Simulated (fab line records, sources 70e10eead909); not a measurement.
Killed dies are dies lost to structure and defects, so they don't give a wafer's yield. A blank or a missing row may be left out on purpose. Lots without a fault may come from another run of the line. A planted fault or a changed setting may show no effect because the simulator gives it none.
Chamber matching | flow nand_harc | NHARC_A_STAIRCASE_DESCUM_270 on rie_diel-10: 4 sister chambers
The step chemistry O2, time 3 s. 8 wafers are shown with their chamber, then 7 later ones without.

WAFERS WITH THEIR CHAMBER
wafer  | chamber | drypump_motor_current_A (A) | showerhead_plenum_p_Torr (Torr)
L081.3 | 0       | 5.4                         | 1.93
L088.3 | 1       | 6.4                         | 1.90
L088.6 | 0       | 5.4                         | 1.92
L090.2 | 2       | 6.1                         | 2.02
L090.5 | 2       | 6.0                         | 2.02
L090.6 | 3       | 4.7                         | 1.89
L091.1 | 3       | 4.7                         | 1.89
L091.2 | 1       | 6.4                         | 1.90

WAFERS WITHOUT THEIR CHAMBER
wafer  | drypump_motor_current_A (A) | showerhead_plenum_p_Torr (Torr)
L091.3 | 6.1                         | 2.02
L093.4 | 5.5                         | 1.91
L093.5 | 6.1                         | 2.02
L093.6 | 4.7                         | 1.89
L095.3 | 6.4                         | 1.89
L095.4 | 6.1                         | 2.02
L095.5 | 5.4                         | 1.91

WHICH CHAMBER EACH WENT THROUGH
wafer  | from the rows above | in truth
L091.3 | 2                   | 2
L093.4 | 0                   | 0
L093.5 | 2                   | 2
L093.6 | 3                   | 3
L095.3 | 1                   | 1
L095.4 | 2                   | 2
L095.5 | 0                   | 0
Placed correctly: 7 of 7. Can't be placed from these rows: 0. Placed wrongly: 0.
How it was worked out, from the rows above alone: a wafer's distance from a chamber is the root of the sum, over the readings, of the square of ((its reading less the chamber's mean) divided by the reading's scatter). The wafer belongs to the nearest chamber; if the next one is less than 2 further off, it can't be placed. A chamber's mean is the mean of its shown wafers. The scatter: the root of (the sum of the squares of (reading less its chamber's mean) over the shown wafers, divided by (wafers less chambers)).
